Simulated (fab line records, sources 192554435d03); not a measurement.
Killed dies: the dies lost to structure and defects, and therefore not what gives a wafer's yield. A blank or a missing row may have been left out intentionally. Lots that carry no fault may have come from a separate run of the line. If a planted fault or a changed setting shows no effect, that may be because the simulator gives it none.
fab line records | flow n5-finfet
[record] lots = 11 | wafers = 27 | last-day = 21
route steps=1938 shown TV_OPEN@1888 PASSIVATION@1908
lots that met no fault: from a run of the same line without faults
start-h: hours from the record's opening day to when the first of the lot's shown wafers began | wait-h: how many hours have passed since the lot's step before this one | " repeats the value in the row above | L1.1+2: several wafers, shown together as one row | - no value present, or no start provided | * or withheld: withheld | < > ~ a bound
route shown NAME@n: names a module that has steps shown in the file, with the first one's number in the route | usual: average and standard deviation across the fault-free wafers | same: alike in all rows | chamber/n: place in a boat | sites: readings site by site | _std_site: the standard deviation of these | _edge_site: mean of outer sites minus mean of inner sites | radius-mm: how far each site lies from the wafer's centre | mask NAME#n: copy n | behind: tool/chamber where the wafer was last shaped | hold: the reason the lot was held/the length of the hold in hours/how it ended | device: transistor that didn't switch, given as n, p or np | end of line: at the end of the route, the tests of the same wafers | where a step has no rows: the recipe by itself | killed: dies that structure and defects cost at the first sort, which is not the same as the wafer's yield | map: per-die view of a wafer (x killed, . not killed, _ where there is no die)
set.NAME: the setting as run; set.NAME@STEP: as run at that earlier step | model.NAME: the simulator's own value behind a step, which no gauge read
a sample of lots followed through the steps of the route, with each step as a table and each wafer as a row
services: the hour from which a tool's chamber was out of use, counted from the record's first day as start-h (under 0 if before that day), plus the number of hours and why
[[steps]]
[step N5_PASSIVATION_VIA_ETCH_13]
[recipe] chemistry = CHF3/O2 | target = SiO2 | target-depth-a = 6600 | CHF3_flow_sccm = 50 | O2_flow_sccm = 5 | Ar_flow_sccm = 200 | time-s = 330 | mask-material = PR | pressure-mtorr = 30 | source-w = 650 | bias-w = 170 | ion-energy-ev = 200 | ends = cleared
[usual] CHF3_flow_sccm = 50.01/0.13 | drypump-motor-current-A = 5.7/0.4 | etch-rf-on-time-s = 236/6.2 | oes-product-au = 0.71/0.083 | rf-vpp-V = 525/16 | showerhead-plenum-p-Torr = 2.43/0.087 | throttle-valve-pct = 19.0/0.35
lot.wafer | tool        | chamber | start-h | wait-h | CHF3_flow_sccm | drypump-motor-current-A | etch-rf-on-time-s | oes-product-au | rf-hours-counter-h | rf-vpp-V | showerhead-plenum-p-Torr | throttle-valve-pct
L297.2    | rie-diel-02 | 2       | 370.62  | 0.0    | 49.99          | 5.8                     | 246               | 0.60           | 245                | 542      | 2.29                     | 19.3
L297.5    | "           | 0       | "       | "      | 49.98          | 5.8                     | 239               | 0.70           | -                  | 516      | 2.35                     | 19.2
L297.6    | "           | 3       | "       | "      | 50.03          | 5.4                     | 236               | 0.71           | -                  | 523      | 2.52                     | 18.6
L295.3    | rie-diel-03 | 1       | 377.53  | 0.0    | 50.03          | 5.9                     | 232               | 0.84           | 26                 | 531      | 2.46                     | 18.6
L295.4    | "           | 3       | "       | "      | 50.04          | 6.5                     | 238               | 0.64           | -                  | 528      | 2.42                     | 19.0
L295.5    | "           | 1       | "       | "      | 50.05          | 5.9                     | 236               | 0.83           | -                  | 530      | 2.46                     | 18.5
L300.2    | rie-diel-06 | 1       | 396.46  | 0.0    | 50.22          | 5.7                     | 237               | 0.66           | 202                | 521      | 2.33                     | 19.6
L300.3    | "           | 2       | "       | "      | 49.92          | 5.8                     | 239               | 0.61           | 233                | 519      | 2.49                     | 18.7
L300.4    | "           | 3       | "       | "      | 50.41          | 5.4                     | 235               | 0.79           | 60                 | 544      | 2.55                     | 19.2
L301.4    | rie-diel-02 | 3       | 405.44  | 0.0    | 50.06          | 5.4                     | 239               | 0.69           | 114                | 525      | 2.52                     | 18.6
L301.5    | "           | 0       | "       | "      | 50.04          | 5.8                     | 232               | 0.68           | -                  | 516      | 2.35                     | 19.2
L306.3    | rie-diel-02 | 2       | 413.91  | 0.0    | 49.81          | 5.9                     | 240               | 0.86           | 4                  | 551      | 2.58                     | 19.0
L306.6    | "           | 1       | "       | "      | 49.93          | 4.9                     | 235               | 0.65           | -                  | 512      | 2.42                     | 19.4
L312.4    | rie-diel-06 | 2       | 443.51  | 0.0    | 50.17          | 5.8                     | 248               | 0.61           | 247                | 520      | 2.48                     | 18.7
L312.6    | "           | 3       | "       | "      | 50.09          | 5.4                     | 237               | 0.76           | -                  | 546      | 2.55                     | 19.2
L310.1    | rie-diel-06 | 3       | 443.99  | 0.0    | 50.13          | 5.4                     | 234               | 0.77           | 75                 | 545      | 2.55                     | 19.2
L310.5    | "           | 2       | "       | "      | 50.08          | 5.8                     | 244               | 0.61           | -                  | 519      | 2.48                     | 18.7
L311.1    | rie-diel-06 | 0       | 449.84  | 0.0    | 50.01          | 5.7                     | 228               | 0.76           | 88                 | 537      | 2.34                     | 18.5
L311.3    | "           | 3       | "       | "      | 49.79          | 5.4                     | 234               | 0.76           | 76                 | 543      | 2.55                     | 19.2
L309.1    | rie-diel-02 | 3       | 453.81  | 0.0    | 50.11          | 5.4                     | 236               | 0.67           | 130                | 524      | 2.51                     | 18.6
L309.5    | "           | 1       | "       | "      | 50.05          | 4.8                     | 236               | 0.63           | -                  | 511      | 2.41                     | 19.4
L309.6    | "           | 0       | "       | "      | 49.75          | 5.8                     | 235               | 0.67           | -                  | 516      | 2.34                     | 19.2
L314.3    | rie-diel-06 | 1       | 474.04  | 0.0    | 49.85          | 5.7                     | 239               | 0.63           | 224                | 519      | 2.32                     | 19.6
L314.6    | "           | 1       | "       | "      | 49.81          | 5.7                     | 238               | 0.64           | -                  | 519      | 2.32                     | 19.6
L317.1    | rie-diel-02 | 1       | 494.17  | 0.0    | 49.98          | 4.9                     | 235               | 0.63           | 241                | 511      | 2.41                     | 19.4
L317.5    | "           | 0       | "       | "      | 50.06          | 5.8                     | 236               | 0.66           | -                  | 516      | 2.34                     | 19.2
L317.6    | "           | 1       | "       | "      | 50.06          | 4.8                     | 235               | 0.63           | -                  | 513      | 2.41                     | 19.4
[step N5_PASSIVATION_DESCUM_32]
[recipe] chemistry = O2 | time-s = 7.9 | source-power-w = 50 | bias-power-w = 20 | pressure-mtorr = 20 | rf-frequency-hz = 2.712e+07 | temp-c = 40 | o2-flow-sccm = 225
[usual] drypump-motor-current-A = 5.9/0.43 | oes-product-au = 0.80/0.07 | rf-vpp-V = 243.6/1.3 | showerhead-plenum-p-Torr = 2.12/0.065 | throttle-valve-pct = 20.36/0.22
lot.wafer | tool        | chamber | start-h | wait-h | drypump-motor-current-A | oes-product-au | rf-hours-counter-h | rf-vpp-V | showerhead-plenum-p-Torr | throttle-valve-pct
L297.2    | rie-diel-04 | 3       | 372.51  | 0.0    | 5.7                     | 0.92           | 22                 | 245.3    | 2.13                     | 20.12
L297.5    | "           | 3       | "       | "      | 5.7                     | 0.92           | -                  | 243.3    | 2.13                     | 20.12
L297.6    | "           | 0       | "       | "      | 5.1                     | 0.87           | -                  | 242.8    | 2.04                     | 20.36
L295.3    | rie-diel-04 | 3       | 379.80  | 0.4    | 5.6                     | 0.91           | 25                 | 244.1    | 2.12                     | 20.14
L295.4    | "           | 1       | "       | "      | 6.3                     | 0.85           | 78                 | 244.4    | 2.13                     | 20.51
L295.5    | "           | 0       | "       | "      | 5.1                     | 0.86           | -                  | 242.1    | 2.04                     | 20.36
L300.2    | rie-diel-05 | 2       | 398.42  | 0.0    | 5.8                     | 0.78           | 130                | 242.8    | 2.07                     | 20.18
L300.3    | "           | 1       | "       | "      | 6.2                     | 0.81           | 104                | 247.0    | 2.20                     | 20.69
L300.4    | "           | 0       | "       | "      | 5.7                     | 0.74           | 140                | 243.9    | 2.19                     | 20.20
L301.4    | rie-diel-01 | 0       | 407.19  | 0.1    | 6.2                     | 0.73           | -                  | 244.9    | 2.17                     | 20.44
L301.5    | "           | 1       | "       | "      | 5.9                     | 0.84           | -                  | 242.3    | 2.06                     | 20.67
L306.3    | rie-diel-05 | 0       | 415.70  | 0.0    | 5.7                     | 0.72           | 144                | 245.2    | 2.18                     | 20.21
L306.6    | "           | 2       | "       | "      | 5.8                     | 0.78           | -                  | 242.2    | 2.07                     | 20.19
L312.4    | rie-diel-04 | 3       | 445.04  | 0.0    | 5.6                     | 0.86           | 49                 | 242.6    | 2.12                     | 20.17
L312.6    | "           | 2       | "       | "      | 5.7                     | 0.71           | -                  | 245.6    | 2.05                     | 20.27
L310.1    | rie-diel-01 | 3       | 445.38  | 0.0    | 6.4                     | 0.96           | 11                 | 242.5    | 2.06                     | 20.09
L310.5    | "           | 2       | "       | "      | 5.5                     | 0.88           | -                  | 243.6    | 2.03                     | 19.98
L311.1    | rie-diel-01 | 2       | 451.76  | 0.0    | 5.5                     | 0.88           | 34                 | 243.3    | 2.03                     | 19.99
L311.3    | "           | 3       | "       | "      | 6.4                     | 0.95           | 14                 | 243.0    | 2.06                     | 20.11
L309.1    | rie-diel-04 | 1       | 455.37  | 0.0    | 6.3                     | 0.80           | 107                | 243.9    | 2.12                     | 20.57
L309.5    | "           | 1       | "       | "      | 6.3                     | 0.81           | -                  | 243.8    | 2.12                     | 20.56
L309.6    | "           | 0       | "       | "      | 5.1                     | 0.83           | -                  | 243.8    | 2.03                     | 20.39
L314.3    | rie-diel-05 | 1       | 475.40  | 0.0    | 6.2                     | 0.78           | 128                | 244.4    | 2.19                     | 20.72
L314.6    | "           | 2       | "       | "      | 5.8                     | 0.75           | -                  | 244.3    | 2.06                     | 20.22
L317.1    | rie-diel-01 | 3       | 496.01  | 0.0    | 6.4                     | 0.91           | 30                 | 241.8    | 2.06                     | 20.11
L317.5    | "           | 0       | "       | "      | 6.2                     | 0.70           | -                  | 246.2    | 2.15                     | 20.49
L317.6    | "           | 3       | "       | "      | 6.4                     | 0.92           | -                  | 241.7    | 2.06                     | 20.12
[step N5_PASSIVATION_AL_ETCH_33]
[recipe] chemistry = Cl2/BCl3 | target-depth-a = 28000 | over-etch-frac = 0.15 | Cl2_flow_sccm = 180 | bcl3-flow-sccm = 60 | target = Al | stop-on = TaN | time-s = 466.7 | ion-energy-ev = 100 | pressure-mtorr = 10 | icp-w = 900 | bias-w = 100
[usual] drypump-motor-current-A = 5.8/0.47 | oes-product-au = 0.73/0.087 | throttle-valve-pct = 34.1/0.63
lot.wafer | tool         | chamber | start-h | wait-h | drypump-motor-current-A | oes-product-au | rf-hours-counter-h | throttle-valve-pct
L297.2    | rie-metal-03 | 0       | 372.60  | 0.1    | 5.7                     | 0.71           | 47                 | 34.1
L297.5    | "            | 1       | "       | "      | 6.5                     | 0.83           | -                  | 33.8
L297.6    | "            | 0       | "       | "      | 5.7                     | 0.70           | -                  | 34.2
L295.3    | rie-metal-01 | 1       | 380.02  | 0.2    | 6.3                     | 0.60           | -                  | 34.4
L295.4    | "            | 0       | "       | "      | 6.4                     | 0.68           | -                  | 33.2
L295.5    | "            | 1       | "       | "      | 6.3                     | 0.61           | -                  | 34.3
L300.2    | rie-metal-02 | 1       | 398.50  | 0.1    | 5.4                     | 0.83           | 3                  | 35.0
L300.3    | "            | 1       | "       | "      | 5.4                     | 0.83           | -                  | 35.0
L300.4    | "            | 0       | "       | "      | 5.4                     | 0.64           | -                  | 34.1
L301.4    | rie-metal-02 | 1       | 407.37  | 0.2    | 5.4                     | 0.82           | -                  | 35.0
L301.5    | "            | 1       | "       | "      | 5.4                     | 0.82           | -                  | 35.0
L306.3    | rie-metal-02 | 0       | 415.92  | 0.2    | 5.4                     | 0.65           | -                  | 34.1
L306.6    | "            | 0       | "       | "      | 5.4                     | 0.64           | -                  | 34.1
L312.4    | rie-metal-01 | 1       | 445.26  | 0.2    | 6.3                     | 0.90           | -                  | 33.4
L312.6    | "            | 0       | "       | "      | 6.4                     | 0.66           | -                  | 33.3
L310.1    | rie-metal-03 | 0       | 445.66  | 0.2    | 5.7                     | 0.69           | 51                 | 34.2
L310.5    | "            | 0       | "       | "      | 5.7                     | 0.67           | -                  | 34.2
L311.1    | rie-metal-03 | 1       | 451.86  | 0.1    | 6.6                     | 0.79           | 14                 | 33.8
L311.3    | "            | 0       | "       | "      | 5.7                     | 0.68           | -                  | 34.2
L309.1    | rie-metal-02 | 0       | 455.46  | 0.1    | 5.4                     | 0.65           | 72                 | 34.1
L309.5    | "            | 1       | "       | "      | 5.4                     | 0.79           | -                  | 35.0
L309.6    | "            | 0       | "       | "      | 5.4                     | 0.65           | -                  | 34.1
L314.3    | rie-metal-01 | 1       | 475.62  | 0.2    | 6.3                     | 0.85           | -                  | 33.4
L314.6    | "            | 1       | "       | "      | 6.3                     | 0.86           | -                  | 33.4
L317.1    | rie-metal-02 | 0       | 496.10  | 0.1    | 5.4                     | 0.63           | 75                 | 34.1
L317.5    | "            | 1       | "       | "      | 5.4                     | 0.77           | -                  | 35.0
L317.6    | "            | 0       | "       | "      | 5.4                     | 0.65           | -                  | 34.1
[step N5_PASSIVATION_EXPOSE_41]
[recipe] mask-id = PASS_OPEN | na = 0.55 | defocus-nm = 0 | source-shape = conventional | sigma-outer = 0.8 | polarization = unpolarized | target-cd-nm = 40000 | dose-mj = 57.25
lot.wafer  | tool           | chamber | start-h | wait-h | mask
L297.2+5+6 | krf-scanner-01 | 0       | 374.13  | -      | PASS_OPEN#0
L295.3+4+5 | krf-scanner-01 | 0       | 381.30  | -      | PASS_OPEN#0
L300.2+3+4 | krf-scanner-01 | 0       | 400.03  | -      | PASS_OPEN#0
L301.4+5   | krf-scanner-02 | 0       | 408.90  | -      | PASS_OPEN#0
L306.3+6   | krf-scanner-01 | 0       | 417.18  | -      | PASS_OPEN#0
L312.4+6   | krf-scanner-01 | 0       | 446.56  | -      | PASS_OPEN#0
L310.1+5   | krf-scanner-01 | 0       | 447.05  | -      | PASS_OPEN#0
L311.1+3   | krf-scanner-01 | 0       | 453.37  | -      | PASS_OPEN#0
L309.1+5+6 | krf-scanner-01 | 0       | 456.97  | -      | PASS_OPEN#0
L314.3+6   | krf-scanner-02 | 0       | 477.00  | -      | PASS_OPEN#0
L317.1+5+6 | krf-scanner-02 | 0       | 497.66  | -      | PASS_OPEN#0
[step N5_PASSIVATION_CD_MEAS_44]
[recipe] target-cd-nm = 40000 | landing-energy-ev = 500 | detector = se-inlens
[usual] cd-nm = 39995/4.5
lot.wafer | tool      | chamber | start-h | wait-h | cd-nm
L297.2    | cd-sem-01 | 0       | 374.30  | -      | 39994
L297.5    | "         | 0       | "       | "      | 39996
L297.6    | "         | 0       | "       | "      | 39998
L295.3    | cd-sem-01 | 0       | 381.47  | -      | 40001
L295.4    | "         | 0       | "       | "      | 39993
L295.5    | "         | 0       | "       | "      | 39991
L300.2    | cd-sem-01 | 0       | 400.21  | -      | 39992
L300.3    | "         | 0       | "       | "      | 39994
L300.4    | "         | 0       | "       | "      | 39994
L301.4    | cd-sem-02 | 0       | 409.07  | -      | 39996
L301.5    | "         | 0       | "       | "      | 39990
L306.3    | cd-sem-01 | 0       | 417.35  | -      | 39997
L306.6    | "         | 0       | "       | "      | 39991
L312.4    | cd-sem-01 | 0       | 446.73  | -      | 40001
L312.6    | "         | 0       | "       | "      | 40002
L310.1    | cd-sem-03 | 0       | 447.23  | -      | 39997
L310.5    | "         | 0       | "       | "      | 40020
L311.1    | cd-sem-03 | 0       | 453.55  | -      | 40005
L311.3    | "         | 0       | "       | "      | 40013
L309.1    | cd-sem-03 | 0       | 457.15  | -      | 39998
L309.5    | "         | 0       | "       | "      | 40014
L309.6    | "         | 0       | "       | "      | 39993
L314.3    | cd-sem-01 | 0       | 477.17  | -      | 39995
L314.6    | "         | 0       | "       | "      | 39998
L317.1    | cd-sem-02 | 0       | 497.84  | -      | 39992
L317.5    | "         | 0       | "       | "      | 39993
L317.6    | "         | 0       | "       | "      | 39993
[step N5_PASSIVATION_PROBE_49]
[usual] defect-limited-yield = 91.1/1.4 | killed_at_M0_to_M3 = 34/9.6 | killed_at_M4_up = 15/5.3 | killed-at-contacts = 12/6.1 | killed-at-front-end = 40/11 | killed-at-other = 3.5/2.8 | killed-dies = 105/17 | killed-open = 70/12 | killed-short = 34/7.7 | sort_bin_4_leakage = 0.01/0.07 | sort_bin_5_function = 5.2/0.97 | sort_bin_6_memory = 3.4/0.62 | sort-n-pass = 1075/17 | sort-yield-pct = 91.1/1.4
[same] gross-dies = 1180 | killed-at-back-side = 0 | sort_bin_8_speed[%] = 0
lot.wafer | tool      | chamber | start-h | wait-h | defect-limited-yield[%] | killed_at_M0_to_M3 | killed_at_M4_up | killed-at-contacts | killed-at-front-end | killed-at-other | killed-dies | killed-open | killed-short | sort_bin_4_leakage[%] | sort_bin_5_function[%] | sort_bin_6_memory[%] | sort-n-pass | sort-yield-pct[%]
L297.2    | prober-02 | -       | 377.49  | 0.1    | 90.0                    | 28                 | 27              | 11                 | 51                  | 1               | 118         | 75          | 34           | 0.08                  | 5.4                    | 4.2                  | 1061        | 89.9
L297.5    | prober-02 | -       | 377.64  | 0.2    | 91.4                    | 41                 | 14              | 12                 | 31                  | 3               | 101         | 56          | 40           | 0                     | 5.1                    | 2.9                  | 1079        | 91.4
L297.6    | prober-02 | -       | 377.69  | 0.3    | 87.7                    | 34                 | 18              | 26                 | 64                  | 3               | 145         | 95          | 40           | 0                     | 7.1                    | 4.2                  | 1035        | 87.7
L295.3    | prober-02 | -       | 384.88  | 0.1    | 92.6                    | 29                 | 13              | 14                 | 28                  | 3               | 87          | 59          | 27           | 0                     | 4.9                    | 2.3                  | 1093        | 92.6
L295.4    | prober-02 | -       | 384.93  | 0.2    | 90.6                    | 38                 | 20              | 10                 | 42                  | 1               | 111         | 68          | 40           | 0                     | 5.4                    | 3.7                  | 1069        | 90.6
L295.5    | prober-02 | -       | 384.98  | 0.2    | 90.8                    | 42                 | 12              | 16                 | 38                  | 1               | 109         | 71          | 37           | 0                     | 4.9                    | 3.7                  | 1071        | 90.8
L306.3    | prober-01 | -       | 420.62  | 0.1    | 93.1                    | 16                 | 19              | 7                  | 37                  | 3               | 82          | 56          | 26           | 0                     | 3.9                    | 2.7                  | 1098        | 93.1
L306.6    | prober-01 | -       | 420.77  | 0.3    | 93.0                    | 9                  | 20              | 8                  | 44                  | 2               | 83          | 54          | 29           | 0                     | 4.6                    | 2.0                  | 1097        | 93.0
L310.1    | prober-01 | -       | 450.39  | 0.0    | 87.7                    | 47                 | 17              | 17                 | 61                  | 3               | 145         | 94          | 49           | 0                     | 8.0                    | 4.1                  | 1035        | 87.7
L310.5    | prober-01 | -       | 450.59  | 0.2    | 90.8                    | 33                 | 21              | 10                 | 44                  | 0               | 108         | 73          | 33           | 0                     | 5.4                    | 3.4                  | 1072        | 90.8
L309.1    | prober-02 | -       | 462.14  | 0.0    | 89.3                    | 32                 | 19              | 4                  | 71                  | 0               | 126         | 64          | 40           | 0                     | 5.3                    | 3.2                  | 1054        | 89.3
L317.1    | prober-02 | -       | 501.33  | 0.3    | 92.5                    | 20                 | 13              | 8                  | 42                  | 6               | 89          | 55          | 32           | 0                     | 4.3                    | 2.9                  | 1091        | 92.5
L317.5    | prober-02 | -       | 501.53  | 0.5    | 90.8                    | 46                 | 8               | 6                  | 43                  | 5               | 108         | 62          | 45           | 0                     | 4.9                    | 3.6                  | 1072        | 90.8
L317.6    | prober-02 | -       | 501.58  | 0.5    | 90.6                    | 34                 | 12              | 7                  | 53                  | 5               | 111         | 71          | 39           | 0                     | 6.0                    | 3.1                  | 1069        | 90.6
// killed by level:class
L297.2 STI_FIN_REVEAL:geometric-particle:open=22 BEOL_M4:geometric-particle:open=15 BEOL_M2:geometric-particle:open=8 MOL_CONTACT_COAG:geometric-particle:open=7 GATE_CUT:geometric-particle:short=6 BEOL_M0_SAQP:geometric-particle:open=6 STARTING-WAFER:geometric-particle:short=5 GATE_CUT:geometric-particle:open=4
L297.5 BEOL_M0_SAQP:geometric-particle:short=13 BEOL_M0_SAQP:geometric-particle:open=12 MOL_CONTACT_COAG:geometric-particle:open=8 FIN_SAQP:geometric-particle:short=7 BEOL_M4:geometric-particle:open=6 STI_FIN_REVEAL:geometric-particle:open=5 GATE_CUT:geometric-particle:short=5 FIN_SAQP:geometric-particle:open=4
L297.6 STI_FIN_REVEAL:geometric-particle:open=37 MOL_CONTACT_COAG:geometric-particle:open=13 MOL_CONTACT_COAG:geometric-particle:short=12 BEOL_M2:geometric-particle:open=9 BEOL_M0_SAQP:geometric-particle:open=8 BEOL_M4:geometric-particle:open=8 BEOL_M0_SAQP:geometric-particle:short=7 HKMG_FIN:area-etch=7
L295.3 MOL_CONTACT_COAG:geometric-particle:open=8 BEOL_M0_SAQP:geometric-particle:short=8 FIN_SAQP:geometric-particle:open=7 BEOL_M0_SAQP:geometric-particle:open=7 DUMMY_GATE:geometric-particle:open=6 MOL_CONTACT_COAG:geometric-particle:short=6 BEOL_M4:geometric-particle:open=6 BEOL_M0:geometric-particle:open=5
L295.4 FIN_SAQP:geometric-particle:open=13 BEOL_M3:geometric-particle:open=10 FIN_SAQP:geometric-particle:short=8 BEOL_M4:geometric-particle:open=8 BEOL_M0_SAQP:geometric-particle:short=8 MOL_CONTACT_COAG:geometric-particle:open=6 BEOL_M0_SAQP:geometric-particle:open=6 BEOL_M1:geometric-particle:open=6
L295.5 BEOL_M0_SAQP:geometric-particle:open=16 BEOL_M0_SAQP:geometric-particle:short=15 FIN_SAQP:geometric-particle:open=14 MOL_CONTACT_COAG:geometric-particle:open=13 FIN_SAQP:geometric-particle:short=9 BEOL_M4:geometric-particle:open=7 FIN_CUT:geometric-particle:open=4 MOL_CONTACT_COAG:geometric-particle:short=3
L306.3 BEOL_M4:geometric-particle:open=8 FIN_SAQP:geometric-particle:short=7 MOL_CONTACT_COAG:geometric-particle:open=7 STARTING-WAFER:geometric-particle:short=6 STI_FIN_REVEAL:geometric-particle:open=5 GATE_CUT:geometric-particle:open=5 BEOL_M2:geometric-particle:open=5 BEOL_M0_SAQP:geometric-particle:open=4
L306.6 FIN_SAQP:geometric-particle:open=10 GATE_CUT:geometric-particle:short=9 FIN_SAQP:geometric-particle:short=8 MOL_CONTACT_COAG:geometric-particle:open=8 BEOL_M4:geometric-particle:open=6 GATE_CUT:geometric-particle:open=4 BEOL_M8:geometric-particle:open=4 FIN_CUT:geometric-particle:open=3
L310.1 FIN_SAQP:geometric-particle:short=25 FIN_SAQP:geometric-particle:open=17 MOL_CONTACT_COAG:geometric-particle:open=14 BEOL_M1:geometric-particle:open=14 BEOL_M0_SAQP:geometric-particle:open=12 BEOL_M4:geometric-particle:open=9 BEOL_M0_SAQP:geometric-particle:short=6 BEOL_M2:geometric-particle:short=6
L310.5 FIN_SAQP:geometric-particle:open=12 MOL_CONTACT_COAG:geometric-particle:open=9 BEOL_M2:geometric-particle:open=9 FIN_SAQP:geometric-particle:short=8 DUMMY_GATE:geometric-particle:open=7 BEOL_M0_SAQP:geometric-particle:open=7 GATE_CUT:geometric-particle:short=6 BEOL_M4:geometric-particle:open=6
L309.1 HKMG_FIN:area-etch=21 FIN_SAQP:geometric-particle:open=14 STI_FIN_REVEAL:geometric-particle:open=9 FIN_SAQP:geometric-particle:short=8 BEOL_M0_SAQP:geometric-particle:open=7 BEOL_M4:geometric-particle:open=7 STI_FIN_REVEAL:geometric-particle:short=5 BEOL_M2:geometric-particle:short=5
L317.1 FIN_SAQP:geometric-particle:open=8 STI_FIN_REVEAL:geometric-particle:open=7 BEOL_M3:geometric-particle:open=6 MOL_CONTACT_COAG:geometric-particle:open=5 BEOL_M0_SAQP:geometric-particle:short=5 BEOL_M4:geometric-particle:open=5 FIN_SAQP:geometric-particle:short=4 SPACER0:geometric-particle:short=4
L317.5 BEOL_M0_SAQP:geometric-particle:short=10 BEOL_M2:geometric-particle:open=10 FIN_SAQP:geometric-particle:short=7 BEOL_M0_SAQP:geometric-particle:open=7 BEOL_M3:geometric-particle:open=7 FIN_SAQP:geometric-particle:open=5 SPACER0:geometric-particle:short=5 SPACER0:geometric-particle:open=5
L317.6 FIN_SAQP:geometric-particle:short=14 BEOL_M1:geometric-particle:open=9 BEOL_M2:geometric-particle:open=8 STI_FIN_REVEAL:geometric-particle:open=7 STARTING-WAFER:geometric-particle:open=7 MOL_CONTACT_COAG:geometric-particle:open=5 FIN_SAQP:geometric-particle:open=4 DUMMY_GATE:geometric-particle:open=4
[[services]]
tool           | chamber | start-h | hours | kind
krf-scanner-01 | -       | 354.11  | 1.0   | pm
rie-metal-02   | 1       | 354.36  | -     | clean
rie-metal-02   | 1       | 354.36  | 24.6  | scheduled-down
rie-metal-02   | 1       | 354.36  | 24.6  | vent-cycle
krf-scanner-01 | 0       | 356.32  | -     | calibration
rie-diel-02    | 1       | 357.58  | 23.7  | repair
rie-diel-02    | -       | 358.10  | 0.8   | repair
rie-diel-05    | 0       | 359.21  | 8.0   | repair
rie-metal-01   | -       | 373.24  | 0.2   | repair
rie-metal-03   | -       | 375.18  | 14.6  | pm
krf-scanner-01 | -       | 378.50  | 1.3   | pm
krf-scanner-02 | -       | 385.11  | 1.0   | pm
krf-scanner-02 | -       | 405.08  | 0.3   | repair
rie-diel-05    | -       | 410.63  | 0.9   | repair
krf-scanner-02 | -       | 418.84  | 0.8   | pm
krf-scanner-02 | -       | 431.92  | 1.3   | pm
rie-diel-01    | 3       | 432.33  | 4.8   | repair
rie-diel-05    | 1       | 452.35  | 1.3   | repair
rie-diel-03    | 1       | 455.53  | 2.6   | repair
rie-metal-03   | 0       | 458.91  | 9.4   | repair
rie-diel-04    | 3       | 460.95  | 2.6   | repair
rie-diel-01    | 2       | 468.26  | 16.2  | repair
rie-diel-03    | 2       | 474.60  | 14.4  | repair
krf-scanner-01 | -       | 491.57  | 0.8   | pm
[[key]]
[first-sign] step = N5_PASSIVATION_CD_MEAS_44 | reading = cd-nm | direction = up | sigmas = 4.4 | usual = 39995 | struck = 40016
effect none on later readings
met-at N5_PASSIVATION_EXPOSE_41
struck-lots L309,L310,L311
struck-wafers L309.5,L310.5,L311.3
[baseline-loss] step = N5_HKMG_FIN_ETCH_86 | wafers = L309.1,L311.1
not-acting-at N5_PASSIVATION_VIA_ETCH_13,N5_PASSIVATION_DESCUM_32,N5_PASSIVATION_AL_ETCH_33
onset-between 446.56 447.05
[fault] kind = process-parameter-drift | tool = krf-scanner-01 | chamber = - | onset-h = 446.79 | steps = N5_PASSIVATION_EXPOSE_41 | channel = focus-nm | offset = 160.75 | shape = step | end-h = 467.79 | scope = struck-wafers-only
// baseline-loss: these wafers lose ten dies or more at that step, a loss of the line's own and not of a fault; the sort's usual values leave them out
